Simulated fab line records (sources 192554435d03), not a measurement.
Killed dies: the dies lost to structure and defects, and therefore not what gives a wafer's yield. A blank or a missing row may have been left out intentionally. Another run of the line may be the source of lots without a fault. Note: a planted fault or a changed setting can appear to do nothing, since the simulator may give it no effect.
Chamber matching | flow n5 finfet | N5_SD_EPI_N_LINER_46 on ald sin-02 has 4 sister chambers
The step material SiNx, target thk 3 nm. 4 wafers are shown with their chamber, then 9 later ones without.

== EACH WAFER AND ITS CHAMBER ==
wafer  | chamber | heater power outer w (W)
L080.3 | 3       | 470
L081.6 | 2       | 583
L083.5 | 1       | 490
L083.6 | 0       | 560

== WAFERS MISSING THEIR CHAMBER ==
wafer  | heater power outer w (W)
L087.2 | 581
L087.4 | 565
L087.5 | 571
L088.1 | 559
L088.2 | 472
L088.4 | 482
L096.1 | 478
L096.5 | 475
L096.6 | 570

== THE CHAMBER EACH PASSED THROUGH ==
wafer  | from the rows above     | in truth
L087.2 | 2                       | 2
L087.4 | can't be placed: 0 or 2 | 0
L087.5 | can't be placed: 0 or 2 | 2
L088.1 | 0                       | 0
L088.2 | 3                       | 3
L088.4 | can't be placed: 1 or 3 | 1
L096.1 | can't be placed: 3 or 1 | 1
L096.5 | can't be placed: 3 or 1 | 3
L096.6 | can't be placed: 0 or 2 | 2
Placed correctly: 3 of 9. Cannot be placed on the basis of these rows: 6; the candidates contain the true chamber in 6. 0 placed wrongly.
How it was worked out, from the rows above alone: a wafer's distance from a chamber is the root of the sum, over the readings, of the square of ((its reading less the chamber's mean) divided by the reading's scatter). The wafer belongs to the nearest chamber; if the next one is less than 2 further off, it can't be placed. The mean given for a chamber averages the wafers shown for that chamber. The scatter: with one shown wafer a chamber, the root of the mean of the squares of how far each hidden wafer lies from its nearest shown one.
